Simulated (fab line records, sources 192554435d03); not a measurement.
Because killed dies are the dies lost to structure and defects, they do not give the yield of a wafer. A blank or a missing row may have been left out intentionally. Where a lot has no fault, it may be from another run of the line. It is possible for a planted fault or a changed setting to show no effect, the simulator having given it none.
Code-filled problem report in 8D (eight disciplines) form	flow n5_finfet	the parts of the form that need people (team, actions taken, sign-off) are left out

## 1. THE PROBLEM
cd_nm at N5_HKMG_FIN_CD_MEAS_49 reads a mean of 207.3 nm on 2 wafers of 1 lot; wafers without a fault read 202.4 nm with a standard deviation of 0.6. That puts it +8.2 standard deviations away from the usual mean.
The step: target cd 202 nm.
Earliest sighting: wafer L368.2 on cd_sem-02 at day 7 06:22. Wafers with a number at this step in the record: 30, from 10 lots. Rule for "out", or "out of limits": more than 4 standard deviations from the usual mean. Any other wafer with a number is counted as sound.

## 2. WHAT IT IS; WHAT IT IS NOT
question	is	is not
which readings at this step	cd_nm	-
which lots	L368	L356, L360, L361, L364, L365, L375, L376, L378, L379
which wafers of those lots	L368.2, L368.5	L368.1
read on which gauges	cd_sem-02	cd_sem-01, cd_sem-03
when	from day 7 06:22	up to then (16 sound wafers); but 12 sound wafers of L375, L376, L378, L379 came after

## 3. WHAT RULES OUT EACH SUSPECT
Counting: any tool at a process step up to the reading remains a suspect provided it ran every lot that is out. Sound lots after the first of them don't rule it out here, since some wafers of a struck lot are sound.
- the gauge at N5_HKMG_FIN_CD_MEAS_49: kept. All the wafers that are out were read on cd_sem-02, and no step on other tools shows them out.
- ald_hk-02 at N5_HKMG_FIN_HK_ALD_01 (deposits HfO2, target thk 1.6 nm, pulse time 3 s, purge time 3 s): kept. It ran the lot that is out, L368 (day 7 05:16).
- litho_track-05 at N5_HKMG_FIN_PEB_47 (peb time 60 s): kept. It processed L368, the lot that is out, at day 7 06:17, and its most recent sound lot before then was L365 at day 6 06:10.
- The sound lot-mates ran in chamber 3 of ald_hk-02 at N5_HKMG_FIN_HK_ALD_01, but the wafers that are out ran in chamber 0.
ald_hk-02 at N5_HKMG_FIN_HK_ALD_01, litho_track-05 at N5_HKMG_FIN_PEB_47 and cd_sem-02 at N5_HKMG_FIN_CD_MEAS_49 are what is left after counting.

## 4. THE CAUSE (what the simulator had put in)
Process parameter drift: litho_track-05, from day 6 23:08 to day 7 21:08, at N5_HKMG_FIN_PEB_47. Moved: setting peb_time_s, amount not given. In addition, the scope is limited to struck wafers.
Counting left 3 suspects, and this tool is among them.

## 5. THE EFFECT CHAIN, in route order
Rows list readings where the struck wafers' mean (over those with a number) sits beyond 3 standard deviations from the usual. Only readings for which the record gives a usual standard deviation are gone through. hours: the time from each lot's start at the first step in this table that gives one to its start at this step, as a median over the lots. sigmas: the change in usual standard deviations.
hours	step	reading	usual	on struck wafers	change	sigmas
0	N5_HKMG_FIN_CD_MEAS_49	cd_nm	202.4 nm	207.3	+4.9	+8.2
Later steps that measure or inspect, where all struck wafers having a row at the step show a number for every such reading and not one has moved that far: N5_BEOL_M4_RC_MEAS_101.

## 6. HOW IT WOULD HAVE BEEN CAUGHT EARLIER
In this record the first reading out of limits at a measuring or inspecting step was taken at day 7 06:22, 7 hours after the fault began at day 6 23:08.
By day 7 06:22, every lot that is out (1) had started N5_HKMG_FIN_PEB_47 on litho_track-05. A hold on the tool at that time would have spared none of them.
